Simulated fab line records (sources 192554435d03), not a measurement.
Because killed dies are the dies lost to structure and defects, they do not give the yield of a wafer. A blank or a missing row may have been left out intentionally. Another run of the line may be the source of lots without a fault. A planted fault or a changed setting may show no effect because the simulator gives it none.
Comparing a struck lot with a sound one + flow n5_finfet + 38 steps out of a route of 1938
Sound: wafers L107.2, L107.4, L107.6. Struck: wafer L102.3 (L102.5, L102.6, from the same lot, were not struck and are left out); the cause is given at the end.
At each step with rows: each side's tool, then ch and its chambers, then its first start. Under that, the readings that differ: sound wafers + struck wafers + difference of the means + sigmas: that difference in standard deviations of wafers without a fault.
alike: same words and numbers on both sides, and readings whose means sit less than 2 such deviations apart. not compared: any withheld reading, any reading some wafer has no value for, any bound like >300 that may hide the same value, and any number with overlapping values for which the record gives no deviation.
The two part at a step that has a row with sigmas, a row that says differs or no value, or rows on one side only. Numbers that don't overlap but have no deviation are shown without sigmas and don't part them. Lack of a reading on every wafer of one side parts them only where that side has two or more wafers.

first, 8 steps without rows for these wafers: N5_BEOL_M3_ECD_50 (material Cu, target thk 300 nm); N5_BEOL_M3_ANNEAL_51 (time 90 s); N5_BEOL_M3_CMP_52 (polishes, stops on SiOC, t overpolish 6.8 s, target thk 40 nm); N5_BEOL_M3_PRE_CLEAN_60 (time 15 s); N5_BEOL_M3_CO_CAP_55 (material Co, precursor CCTBA/H2, target thk 2 nm, time 102.1 s); N5_BEOL_M3_PRE_CLEAN_56 (time 15 s); N5_BEOL_M3_DEP_57 (deposits SiCN from 3MS/NH3, target thk 8 nm, time 14 s); N5_BEOL_M4_ILD_DEP_00 (deposits SiOC from DEMS/O2, target thk 79 nm, time 15.3 s).
N5_BEOL_M4_PECVD_72: deposits SiO2 from TEOS/O2, target thk 16 nm, time 18 s.
  sound on pecvd-01 ch 1,2, day 13 11:05; struck on pecvd-02 ch 0, day 11 17:56
| reading                                    | sound          | struck | difference | sigmas |
|--------------------------------------------|----------------|--------|------------|--------|
| model.SiO2_of_BEOL_M4_PECVD_72.thk_nm (nm) | 16.2 16.2 16.2 | 7      | -9         |        |
  alike: heater_power_w, showerhead_plenum_p_Torr, throttle_valve_pct
then, 25 steps without rows for these wafers: N5_BEOL_M4_HM_DEP_02 (deposits TiN, target thk 20 nm); N5_BEOL_M4_COAT_61 (time 60 s, resist thk 60 nm); N5_BEOL_M4_COAT_62 (time 60 s, resist thk 12 nm); N5_BEOL_M4_COAT_73 (time 60 s, resist thk 5 nm); N5_BEOL_M4_COAT_05 (resist thk 30 nm); N5_BEOL_M4_EBR_07; N5_BEOL_M4_SOFTBAKE_06 (time 60 s); N5_BEOL_M4_EXPOSE_08 (exposes mask M4); N5_BEOL_M4_PEB_09 (peb time 60 s); N5_BEOL_M4_DEVELOP_10 (develop time 30 s); N5_BEOL_M4_DESCUM_16 (chemistry O2, time 7 s); N5_BEOL_M4_ETCH_74 (etches underlayer in N2/H2, target depth 6.5 nm, time 5.2 s); N5_BEOL_M4_ETCH_63 (etches SiARC in CF4, target depth 15.6 nm, time 26 s); N5_BEOL_M4_ETCH_64 (etches SOC in N2/H2, target depth 75 nm, overetch 22.5 nm, time 121.9 s); N5_BEOL_M4_STRIP_65 (strips in N2/H2); N5_BEOL_M4_STRIP_75 (strips in N2/H2); N5_BEOL_M4_STRIP_66 (strips in CF4); N5_BEOL_M4_HM_OPEN_17 (chemistry Cl2/BCl3, target TiN, target depth 20 nm, overetch 6 nm); N5_BEOL_M4_STRIP_19 (strips in O2); N5_BEOL_M4_COAT_67 (time 60 s, resist thk 60 nm); N5_BEOL_M4_COAT_68 (time 60 s, resist thk 12 nm); N5_BEOL_M4_COAT_76 (time 60 s, resist thk 5 nm); N5_BEOL_M4_COAT_22 (resist thk 30 nm); N5_BEOL_M4_EBR_24; N5_BEOL_M4_SOFTBAKE_23 (time 60 s).
N5_BEOL_M4_HM_STRIP_39: strips TiN in peroxide tin strip, target depth 25 nm, time 158 s.
  sound on wet_bench-06 ch 2,3,6, day 14 01:14; struck on wet_bench-03 ch 1, day 12 07:43
| reading                                    | sound    | struck | difference | sigmas |
|--------------------------------------------|----------|--------|------------|--------|
| model.SiO2_of_BEOL_M4_PECVD_72.thk_nm (nm) | 16 16 16 | 7      | -9         |        |
  alike: bath_heat_duty_pct
N5_BEOL_M4_CMP_52: polishes, stops on SiOC, t overpolish 6.8 s, target thk 40 nm.
  sound on cmp-02 ch 0,2, day 14 04:53; struck on cmp-02 ch 2, day 12 12:53
| reading                      | sound          | struck | difference | sigmas |
|------------------------------|----------------|--------|------------|--------|
| barrier_field_endpoint_s (s) | 24.5 25.3 24.2 | 12.9   | -11.8      | -16    |
  alike: clearing_platen_down_force_psi, motor_current_A
N5_BEOL_M4_RC_MEAS_101:
  sound on prober-02 ch 0, day 14 05:37; struck on prober-01 ch 0, day 12 13:41
  alike: DIBL_N, DIBL_P, IOFF_N, IOFF_P, ION_N, ION_P, SS_N, SS_P, VT_N, VT_P
following that, these wafers have no rows for 1 step: N5_PASSIVATION_PROBE_49.

WHERE THEY PART
At N5_BEOL_M4_CMP_52 and nowhere else, as far as this record goes. Later steps at which nothing parts them and some readings are alike: N5_BEOL_M4_RC_MEAS_101.

WHY: whatever the simulator had introduced
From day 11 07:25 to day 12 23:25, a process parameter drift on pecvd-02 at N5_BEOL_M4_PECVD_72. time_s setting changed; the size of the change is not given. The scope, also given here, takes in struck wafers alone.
